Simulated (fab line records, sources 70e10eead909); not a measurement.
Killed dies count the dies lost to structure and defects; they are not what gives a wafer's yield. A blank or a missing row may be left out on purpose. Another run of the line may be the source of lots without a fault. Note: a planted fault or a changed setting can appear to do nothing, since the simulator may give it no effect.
A struck lot beside a sound one ; flow nand harc ; 14 steps out of a route of 1302
Sound: wafers L989.2, L989.3, L989.6. Struck: wafers L998.3, L998.6. (L998.1 of the same lot was not struck and is left out.) The cause comes at the end.
Per side, at each step with rows, come the tool, then ch with its chambers, and then its first start. Under that, the readings that differ: sound wafers ; struck wafers ; difference of the means ; sigmas: that difference in standard deviations of wafers without a fault.
alike: same words and numbers on both sides, and readings whose means sit less than 2 such deviations apart. not compared: any withheld reading, any reading some wafer has no value for, any bound like >300 that may hide the same value, and any number with overlapping values for which the record gives no deviation.
A row with sigmas, a row that says differs or no value, or rows on one side alone: a step with any of these is where the two part. Numbers that have no deviation but don't overlap get no sigmas and don't part them. A reading that every wafer of one side lacks parts them only if that side has two wafers or more.

NHARC_A_CHANNEL_FILL_D2_ALD_15: deposits SiNx, target thk 2 nm, pulse time 60 s, ald cycles 19.
  sound: ald sin batch-01 ch 0; struck: ald sin batch-01 ch 0
  alike: precursor pulse height rel
  not compared: ald cycles
NHARC_A_CHANNEL_FILL_D2_ALD_16: deposits SiO2, target thk 1.5 nm, pulse time 10 s, ald cycles 15.
  sound on ald hk-01 ch 0,1,3, day 15 01:27; struck on ald hk-02 ch 1, day 19 04:43
  alike: heater power w, precursor pulse height rel
  not compared: ald cycles
then, 3 steps without rows for these wafers: NHARC_A_CHANNEL_FILL_D2_ANNEAL_17 (time 1800 s); NHARC_A_CHANNEL_FILL_D2_CVD_18 (deposits poly-Si, target thk 3 nm); NHARC_A_CHANNEL_FILL_D2_ETCHBACK_19 (etches the open film in HBr/Cl2, target depth 5 nm, time 1.7 s).
NHARC_A_CHANNEL_FILL_D2_ETCHBACK_20: etches the open film in C4F8/O2/Ar, target depth 27 nm, time 13.5 s.
  sound on rie diel-10 ch 1,2,3, day 15 12:50; struck on rie diel-01 ch 2, day 19 16:19
  alike: oes product au, rf vpp V
  not compared: rf hours counter h
NHARC_A_CHANNEL_FILL_D2_STRIP_28: strips in O2, time 20 s.
  sound on rie diel-10 ch 1,2, day 15 12:56; struck on rie diel-01 ch 2,3, day 19 16:25
  alike: drypump motor current A, oes product au, rf vpp V, showerhead plenum p Torr, throttle valve pct
  not compared: rf hours counter h
then, 4 steps without rows for these wafers: NHARC_A_CHANNEL_FILL_D2_PRECLEAN_21 (cleans in dHF, time 30 s); NHARC_A_CHANNEL_FILL_D2_SRD_23; NHARC_A_CHANNEL_FILL_D2_CVD_05 (deposits poly-Si, target thk 5 nm); NHARC_A_CHANNEL_FILL_D2_ANNEAL_22 (time 7200 s).
NHARC_A_CHANNEL_FILL_D2_ALD_25: deposits SiOx, target thk 60 nm, pulse time 10 s, ald cycles 600.
  sound on ald hk-01 ch 1,2,3, day 16 00:40; struck on ald hk-02 ch 1, day 20 04:05
reading;sound;struck;difference;sigmas
ald cycles;600 600 600;615 615;+15;
  alike: heater power w, precursor pulse height rel
NHARC_A_CHANNEL_FILL_D2_ETCHBACK_08: etches the open film in C4F8, target depth 220 nm, time 110 s.
  sound: rie diel-01 ch 0,2,3; struck: rie diel-10 ch 0,3
reading;sound;struck;difference;sigmas
rf vpp V (V);440.9 445.5 441.6;437.6 436.6;-5.6;-2
  alike: oes product au
  not compared: rf hours counter h
-- record jumps: 10 days between struck wafers' starts before vs after; left off in module A_CHANNEL_FILL_D2, resumes in module END, first step shown is number 1302 of the route --
NHARC_END_SORT_01:
  sound on prober-02 ch 0, day 25 19:28; struck on prober-02 ch 0, day 29 20:26
reading;sound;struck;difference;sigmas
killed at array;33 50 35;92 85;+49;+3
killed dies;42 55 39;97 90;+48;+3
  alike: killed at other, killed at periphery, killed open, killed short

WHERE THEY PART
Last at NHARC_END_SORT_01 as far as this record goes, first at NHARC_A_CHANNEL_FILL_D2_ETCHBACK_08.

WHY: the cause the simulator had injected
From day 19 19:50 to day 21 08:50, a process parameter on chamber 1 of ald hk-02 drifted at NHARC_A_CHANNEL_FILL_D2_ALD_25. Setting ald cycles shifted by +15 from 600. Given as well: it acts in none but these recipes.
